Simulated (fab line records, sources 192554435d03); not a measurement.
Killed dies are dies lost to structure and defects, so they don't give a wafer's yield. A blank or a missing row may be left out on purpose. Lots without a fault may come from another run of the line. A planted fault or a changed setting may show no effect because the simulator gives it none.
Split-lot experiment | flow n5_finfet | 7 lots, 21 wafers read, on a route of 1938 steps

THE SPLIT
At N5_BEOL_M1_COAT_05 (resist thk 30 nm), the setting spin_rpm was moved away from the recipe's 1500 rpm on 7 of the 21 wafers read, by -10.4% to +4.5%. The other wafers ran this setting at the recipe's value.

FROM THE SPLIT TO THE READING: what the file shows between them, 3 steps
- N5_BEOL_M1_EBR_07
- N5_BEOL_M1_SOFTBAKE_06: time 60 s
- N5_BEOL_M1_DESCUM_16: chemistry O2, time 7 s

THE READING
CAR-EUV_of_BEOL_M1_COAT_05.thk_nm (the simulator's own value, which no gauge read), in nm, at N5_BEOL_M1_ETCH_74 (etches underlayer in N2/H2, target depth 6.5 nm, time 5.2 s). The file gives no usual value for it. The 14 wafers here that ran the recipe average 20.3 nm, standard deviation 0.09 nm.

wafer  | tool, chamber at the split | spin_rpm as run, rpm | against the recipe | CAR-EUV_of_BEOL_M1_COAT_05.thk_nm, nm | against lot-mates on the recipe
L075.3 | litho_track-01, 0          | 1500                 | recipe             | 20.2                                  | -
L075.4 | litho_track-01, 0          | 1446                 | -3.6%              | 21                                    | +0.8
L075.5 | litho_track-01, 0          | 1446                 | -3.6%              | 21                                    | +0.8
L077.1 | litho_track-02, 0          | 1500                 | recipe             | 20.4                                  | -
L077.3 | litho_track-02, 0          | 1500                 | recipe             | 20.4                                  | -
L077.6 | litho_track-02, 0          | 1500                 | recipe             | 20.4                                  | -
L084.2 | litho_track-04, 0          | 1500                 | recipe             | 20.2                                  | -
L084.5 | litho_track-04, 0          | 1500                 | recipe             | 20.2                                  | -
L084.6 | litho_track-04, 0          | 1500                 | recipe             | 20.2                                  | -
L086.1 | litho_track-01, 0          | 1500                 | recipe             | 20.2                                  | -
L086.4 | litho_track-01, 0          | 1500                 | recipe             | 20.2                                  | -
L086.6 | litho_track-01, 0          | 1500                 | recipe             | 20.2                                  | -
L087.3 | litho_track-04, 0          | 1568                 | +4.5%              | 19.8                                  | -0.6
L087.6 | litho_track-04, 0          | 1568                 | +4.5%              | 19.8                                  | -0.6
L087.4 | litho_track-04, 0          | 1500                 | recipe             | 20.4                                  | -
L091.1 | litho_track-04, 0          | 1500                 | recipe             | 20.2                                  | -
L091.3 | litho_track-04, 0          | 1500                 | recipe             | 20.2                                  | -
L091.4 | litho_track-04, 0          | 1383                 | -7.8%              | 21.4                                  | +1.2
L097.4 | litho_track-04, 0          | 1344                 | -10.4%             | 22                                    | +1.8
L097.5 | litho_track-04, 0          | 1344                 | -10.4%             | 22                                    | +1.8
L097.6 | litho_track-04, 0          | 1500                 | recipe             | 20.2                                  | -

THE FIT
A straight line over all 21 wafers: CAR-EUV_of_BEOL_M1_COAT_05.thk_nm changes by -0.155 nm for each +1% of spin_rpm; r = -0.98; the points scatter about the line by 0.12 nm.
The same after taking each lot's own level away (the mean of its wafers on the recipe; 21 wafers): -0.166 nm for each +1%; r = -0.99; scatter 0.08 nm.
On that fit, the largest move of spin_rpm shifts the reading by 1.7 nm.
The lots' own levels span 20.20 to 20.40 nm, that is 2.2 times the standard deviation above.
So the lot-to-lot level changes the slope little: the two slopes agree.
Check: with one of the wafers moved furthest among these (-10.4%) left out of the fit, the line predicts +1.74 nm for it against its lot-mates. It came out at +1.8 nm against them.

OTHER SPLITS ON THESE WAFERS
These wafers also went through other splits before the reading. Each is held against what the fit with the lots' levels taken away leaves over:
other split on the same wafers        | wafers away from the commonest value | r with CAR-EUV_of_BEOL_M1_COAT_05.thk_nm (lot level and that fit taken away)
N5_GATE_CUT_ETCH_58 bias_w            | 8                                    | -0.48
N5_GATE_CUT_COAT_27 spin_rpm          | 6                                    | -0.33
N5_MOL_CONTACT_COAG_ETCH_15 source_w  | 4                                    | -0.06
N5_MOL_CONTACT_COAG_ETCH_110 bias_w   | 7                                    | -0.17
N5_MOL_CONTACT_COAG_COAT_34 spin_rpm  | 9                                    | -0.24
N5_MOL_CONTACT_COAG_EXPOSE_37 dose_mj | 4                                    | -0.14
N5_BEOL_M0_SAQP_DESCUM_19 time_s      | 8                                    | -0.10
N5_BEOL_M1_ILD_DEP_00 time_s          | 8                                    | -0.11

THE WHOLE CHAIN: every reading that the file lists as answering this split, in the file's order
step               | what it does                                                | reading                                                                            | change (the file's fit)               | r (the file's)
N5_BEOL_M1_COAT_05 | resist thk 30 nm                                            | CAR-EUV_of_BEOL_M1_COAT_05.thk_nm (the simulator's own value, which no gauge read) | -0.156 nm for each +1% of the setting | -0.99
N5_BEOL_M1_ETCH_74 | etches underlayer in N2/H2, target depth 6.5 nm, time 5.2 s | CAR-EUV_of_BEOL_M1_COAT_05.thk_nm (the simulator's own value, which no gauge read) | -0.166 nm for each +1% of the setting | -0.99

THE FILE'S OWN FIT
CAR-EUV_of_BEOL_M1_COAT_05.thk_nm changes by -0.166 nm for each +1% of spin_rpm, r = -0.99.
